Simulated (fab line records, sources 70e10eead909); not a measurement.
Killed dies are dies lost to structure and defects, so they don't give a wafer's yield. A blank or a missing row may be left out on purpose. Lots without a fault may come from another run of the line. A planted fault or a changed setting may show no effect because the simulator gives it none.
Tool commonality check | flow nand_harc | 13 lots, 39 wafers sampled

WHY IT WAS OPENED
At NHARC_END_SORT_01 the reading defect_limited_yield is flagged on 2 of 13 lots. Wafers without a fault read 91 %, standard deviation 3.1.
Rule: a lot is flagged when every wafer of it that has a number lies more than 4 standard deviations from that mean, or none has a number. The other lots count as sound.

lot  | measured     | on        | defect_limited_yield (%), wafer by wafer | flag
L854 | day 27 00:02 | prober-02 | 95 96 95                                 |
L855 | day 27 06:09 | prober-01 | 92 92 92                                 |
L856 | day 27 14:42 | prober-01 | 91 91 92                                 |
L857 | day 27 18:27 | prober-02 | 88 90 90                                 |
L858 | day 28 05:12 | prober-01 | 89 91 90                                 |
L859 | day 28 15:20 | prober-02 | 91 92 91                                 |
L860 | day 28 16:09 | prober-01 | 87 85 86                                 |
L862 | day 29 01:25 | prober-02 | 88 88 87                                 |
L863 | day 29 22:45 | prober-01 | 87 84 86                                 |
L865 | day 30 17:33 | prober-02 | 90 89 89                                 |
L871 | day 33 06:11 | prober-01 | 0 0 0                                    | FLAGGED
L872 | day 33 14:00 | prober-02 | 0 0 0                                    | FLAGGED
L873 | day 33 14:02 | prober-01 | 92 91 92                                 |
The numbers of the flagged lots are 0 % on average: -91 % against the usual, or -29 standard deviations.

WHICH TOOL RAN EACH LOT
The record holds 2 process steps before the reading, out of a route of 1302 steps. In each cell: the tool, then ch and the chambers that the sampled wafers went through, then the start.
lot  | flag    | NHARC_A_BONDPAD_PVD_27       | NHARC_HYBRID_BOND_ACTIVATE_00
L854 |         | pvd_sputter-02, day 25 18:16 | rie_diel-12 ch 2,3, day 25 19:43
L855 |         | pvd_sputter-02, day 25 23:35 | rie_diel-07 ch 0,1,3, day 26 01:02
L856 |         | pvd_sputter-03, day 26 03:35 | rie_diel-07 ch 0,1,2, day 26 05:13
L857 |         | pvd_sputter-01, day 26 10:02 | rie_diel-07 ch 2,3, day 26 11:26
L858 |         | pvd_sputter-02, day 26 19:04 | rie_diel-12 ch 0,1,3, day 26 20:32
L859 |         | pvd_sputter-03, day 27 13:23 | rie_diel-07 ch 1,2, day 27 14:50
L860 |         | pvd_sputter-02, day 27 08:44 | rie_diel-07 ch 0,1,3, day 27 10:13
L862 |         | pvd_sputter-03, day 27 20:53 | rie_diel-09 ch 2,3, day 27 22:19
L863 |         | pvd_sputter-02, day 28 16:16 | rie_diel-07 ch 0,1,2, day 28 17:43
L865 |         | pvd_sputter-03, day 29 14:14 | rie_diel-07 ch 0,1,2, day 29 15:41
L871 | FLAGGED | pvd_sputter-03, day 31 19:45 | no row
L872 | FLAGGED | pvd_sputter-02, day 32 08:11 | no row
L873 |         | pvd_sputter-02, day 32 06:23 | rie_diel-07 ch 0,3, day 32 08:01
What these steps do:
- NHARC_A_BONDPAD_PVD_27: deposits Cu, target thk 30 nm, time 20.49 s.
- NHARC_HYBRID_BOND_ACTIVATE_00: chemistry N2, time 60 s.
- NHARC_END_SORT_01

FLAGGED OVER TOTAL, TOOL BY TOOL (the gauges that took the reading come last)
step                          | tool           | lots run | flagged | share of the flagged lots | sound lots run after its first flagged lot
NHARC_A_BONDPAD_PVD_27        | pvd_sputter-01 | 1        | 0       | none                      | -
NHARC_A_BONDPAD_PVD_27        | pvd_sputter-02 | 7        | 1       | some                      | 0
NHARC_A_BONDPAD_PVD_27        | pvd_sputter-03 | 5        | 1       | some                      | 0
NHARC_HYBRID_BOND_ACTIVATE_00 | rie_diel-07    | 8        | 0       | none                      | -
NHARC_HYBRID_BOND_ACTIVATE_00 | rie_diel-09    | 1        | 0       | none                      | -
NHARC_HYBRID_BOND_ACTIVATE_00 | rie_diel-12    | 2        | 0       | none                      | -
NHARC_END_SORT_01             | prober-01      | 7        | 1       | some                      | 1 (L873)
NHARC_END_SORT_01             | prober-02      | 6        | 1       | some                      | 0

WHAT THE TABLE ALLOWS
No row of the table ran every flagged lot.

WHAT THE SIMULATOR HAD PUT IN
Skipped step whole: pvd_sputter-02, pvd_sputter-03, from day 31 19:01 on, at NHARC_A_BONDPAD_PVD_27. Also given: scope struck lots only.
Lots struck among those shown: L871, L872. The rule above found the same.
